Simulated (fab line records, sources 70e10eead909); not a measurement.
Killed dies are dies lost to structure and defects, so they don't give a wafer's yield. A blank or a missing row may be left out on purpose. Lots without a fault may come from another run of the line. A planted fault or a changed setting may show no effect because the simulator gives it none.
A struck lot beside a sound one | flow nand_harc | 14 steps out of a route of 1302
Sound: wafers L380.2, L380.3, L380.4. Struck: wafer L366.4. (L366.5, L366.6 of the same lot were not struck and are left out.) The cause comes at the end.
At each step with rows: each side's tool, then ch and its chambers, then its first start. Under that, the readings that differ: sound wafers | struck wafers | difference of the means | sigmas: that difference in standard deviations of wafers without a fault.
alike: readings whose means differ by less than 2 such deviations, and words and numbers that are the same on both sides. not compared: withheld readings, readings that some wafer has no value for, bounds like >300 that may hide the same value, and numbers for which the record gives no deviation and whose values overlap.
The two part at a step that has a row with sigmas, a row that says differs or no value, or rows on one side only. Numbers that don't overlap but have no deviation are shown without sigmas and don't part them. A reading that every wafer of one side lacks parts them only if that side has two wafers or more.

first, 1 step without rows for these wafers: NHARC_A_STAIRCASE_HARDBAKE_311 (time 140 s).
NHARC_A_STAIRCASE_DESCUM_312: chemistry O2, time 3 s.
  sound on rie_diel-13 ch 0,2,3, day 24 12:40; struck on rie_diel-06 ch 1, day 19 07:31
  reading                | sound    | struck | difference | sigmas
  rf_hours_counter_h (h) | 13 15 13 | 39     | +25        |
  alike: drypump_motor_current_A, oes_product_au, rf_vpp_V, showerhead_plenum_p_Torr, throttle_valve_pct
then, 1 step without rows for these wafers: NHARC_A_STAIRCASE_ETCH_313 (etches the open film in CF4/CHF3).
NHARC_A_STAIRCASE_HM_OPEN_463: chemistry O2/COS.
  sound on rie_diel-13 ch 0,2,3; struck on rie_diel-06 ch 1
  reading                         | sound          | struck | difference | sigmas
  rf_hours_counter_h (h)          | 15 13 13       | 39     | +25        |
  showerhead_plenum_p_Torr (Torr) | 3.13 3.16 3.12 | 2.89   | -0.25      | -2
  alike: drypump_motor_current_A, oes_product_au, rf_vpp_V, throttle_valve_pct
then, 1 step without rows for these wafers: NHARC_A_STAIRCASE_STRIP_464 (strips in O2/COS).
NHARC_A_STAIRCASE_ETCH_453: etches the open film in CF4/O2, target depth 30 nm, overetch 3 nm, time 16.5 s.
  sound on rie_diel-13 ch 0,1,3; struck on rie_diel-06 ch 1
  reading                         | sound             | struck | difference | sigmas
  rf_hours_counter_h (h)          | 15 14 12          | 39     | +25        |
  rf_vpp_V (V)                    | 197.5 198.1 199.8 | 194.1  | -4.4       | -3
  showerhead_plenum_p_Torr (Torr) | 1.34 1.35 1.41    | 1.23   | -0.14      | -2
  alike: drypump_motor_current_A, oes_ar_750_au, oes_product_au, throttle_valve_pct
NHARC_A_STAIRCASE_ETCH_315: etches the open film in C4F8/O2/Ar, target depth 2500 nm, time 607.1 s.
  sound on rie_diel-13 ch 1,2,3; struck on rie_diel-06 ch 3
  reading                | sound    | struck | difference | sigmas
  rf_hours_counter_h (h) | 15 13 12 | 34     | +21        |
  alike: oes_product_au, rf_vpp_V
then, 4 steps without rows for these wafers: NHARC_A_STAIRCASE_STRIP_316 (strips in O2); NHARC_A_STAIRCASE_STRIP_317 (strips in SPM, time 900 s); NHARC_A_STAIRCASE_PRECLEAN_318 (cleans in SC1); NHARC_A_STAIRCASE_SRD_329.
NHARC_A_STAIRCASE_ALD_415: deposits SiO2, target thk 30 nm, pulse time 6 s, ald cycles 300.
  sound on ald_hk-02 ch 1,2,3, day 24 14:38; struck on ald_hk-02 ch 0, day 19 12:31
  reading    | sound       | struck | difference | sigmas
  ald_cycles | 300 300 300 | 377    | +77        |
  alike: heater_power_w, precursor_pulse_height_rel
NHARC_A_STAIRCASE_ETCHBACK_416: etches the open film in C4F8/O2/Ar, target depth 36 nm, time 7.2 s.
  sound on rie_diel-13 ch 0,1,2; struck on rie_diel-06 ch 3
  reading                | sound    | struck | difference | sigmas
  rf_hours_counter_h (h) | 15 14 13 | 36     | +22        |
  alike: oes_product_au, rf_vpp_V
-- the record jumps here: 7 days lie between the struck wafers' starts before and after (it left off in module A_STAIRCASE and takes up again in module END, whose first step shown is number 1302 of the route) --
NHARC_END_SORT_01:
  sound on prober-01 ch 0, day 32 08:01; struck on prober-02 ch 0, day 26 20:35
  reading         | sound    | struck                   | difference                   | sigmas
  hold            | - - -    | await_dispo/1.1h/release | no value on the sound wafers |
  killed_at_array | 65 47 57 | 672                      | +616                         | +32
  killed_dies     | 74 50 58 | 676                      | +615                         | +31
  alike: killed_at_other, killed_at_periphery, killed_open, killed_short

WHERE THEY PART
First at NHARC_A_STAIRCASE_HM_OPEN_463; last, within this record, at NHARC_END_SORT_01.

WHY: what the simulator had put in
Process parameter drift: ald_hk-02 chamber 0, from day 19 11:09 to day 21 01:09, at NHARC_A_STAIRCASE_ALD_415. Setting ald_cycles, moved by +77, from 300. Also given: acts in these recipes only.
